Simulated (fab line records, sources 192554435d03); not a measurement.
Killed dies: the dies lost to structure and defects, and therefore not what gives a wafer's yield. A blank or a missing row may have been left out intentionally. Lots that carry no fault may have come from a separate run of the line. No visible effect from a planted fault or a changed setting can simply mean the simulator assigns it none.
Chamber matching + flow n5 finfet + cmp-02 running N5_ILD0_CMP_12: 4 sister chambers
The step polishes SiNx, stops on poly-Si, t overpolish 6 s, target thk 17.67 nm. 16 wafers are shown with their chamber, then 8 later ones without.

WAFERS, EACH WITH ITS CHAMBER
| wafer  | chamber | motor current A (A) | time to endpoint s (s) | edge zone pressure frac |
|--------|---------|---------------------|------------------------|-------------------------|
| L080.2 | 2       | 8.3                 | 31.6                   | 0.996                   |
| L080.3 | 0       | 7.3                 | 27.4                   | 0.996                   |
| L080.6 | 1       | 9.5                 | 33.6                   | 1.007                   |
| L081.3 | 1       | 9.2                 | 32.4                   | 1.001                   |
| L081.5 | 3       | 7.3                 | 27.4                   | 0.999                   |
| L081.6 | 0       | 7.6                 | 29.3                   | 1.005                   |
| L082.2 | 1       | 9.3                 | 31.1                   | 1.005                   |
| L082.4 | 2       | 8.5                 | 29.1                   | 0.999                   |
| L082.5 | 2       | 8.7                 | 25.8                   | 1.007                   |
| L083.2 | 2       | 8.5                 | 26.8                   | 1.008                   |
| L083.3 | 0       | 7.3                 | 29.9                   | 0.998                   |
| L083.6 | 3       | 7.9                 | 30.7                   | 1.001                   |
| L086.4 | 3       | 7.7                 | 30.9                   | 0.994                   |
| L086.5 | 2       | 7.8                 | 27.2                   | 1.005                   |
| L086.6 | 3       | 7.9                 | 29.9                   | 1.003                   |
| L091.1 | 2       | 8.4                 | 27.5                   | 0.998                   |

SIGNATURES, as means of the wafers listed above
| reading                 | chamber 0 | chamber 1 | chamber 2 | chamber 3 | scatter within a chamber |
|-------------------------|-----------|-----------|-----------|-----------|--------------------------|
| motor current A         | 7.400     | 9.333     | 8.367     | 7.700     | 0.261                    |
| time to endpoint s      | 28.867    | 32.367    | 28.000    | 29.725    | 1.72                     |
| edge zone pressure frac | 0.99967   | 1.00433   | 1.00217   | 0.99925   | 0.00446                  |
Rule: distance of a wafer from a chamber = root of the sum over the readings of ((wafer's reading minus chamber's mean) / reading's scatter) squared. The wafer belongs to the nearest chamber; if the next one is less than 2 further off, it can't be placed. The scatter: take each reading less its chamber's mean, square it, sum over the shown wafers, divide by the number of wafers less the number of chambers, and take the root.

WAFERS WITHOUT THEIR CHAMBER
| wafer  | motor current A (A) | time to endpoint s (s) | edge zone pressure frac |
|--------|---------------------|------------------------|-------------------------|
| L091.3 | 8.0                 | 29.6                   | 1.004                   |
| L091.6 | 7.8                 | 29.4                   | 0.998                   |
| L092.2 | 9.0                 | 28.8                   | 0.995                   |
| L092.5 | 7.7                 | 28.9                   | 1.004                   |
| L092.6 | 7.7                 | 27.4                   | 0.995                   |
| L096.4 | 7.2                 | 29.1                   | 1.000                   |
| L096.5 | 7.5                 | 26.9                   | 0.997                   |
| L096.6 | 9.1                 | 29.3                   | 0.993                   |

WHICH CHAMBER EACH ONE RAN IN
| wafer  | from the rows above          | in truth |
|--------|------------------------------|----------|
| L091.3 | can't be placed: 3 or 2 or 0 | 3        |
| L091.6 | can't be placed: 3 or 0 or 2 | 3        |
| L092.2 | can't be placed: 2 or 1      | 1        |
| L092.5 | can't be placed: 3 or 0 or 2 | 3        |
| L092.6 | can't be placed: 3 or 0 or 2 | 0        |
| L096.4 | can't be placed: 0 or 3      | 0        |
| L096.5 | can't be placed: 0 or 3      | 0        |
| L096.6 | can't be placed: 1 or 2      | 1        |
Correctly placed: 0 of 8. From these rows, 8 cannot be placed; in 8 the true chamber is one of the candidates. 0 placed wrongly.
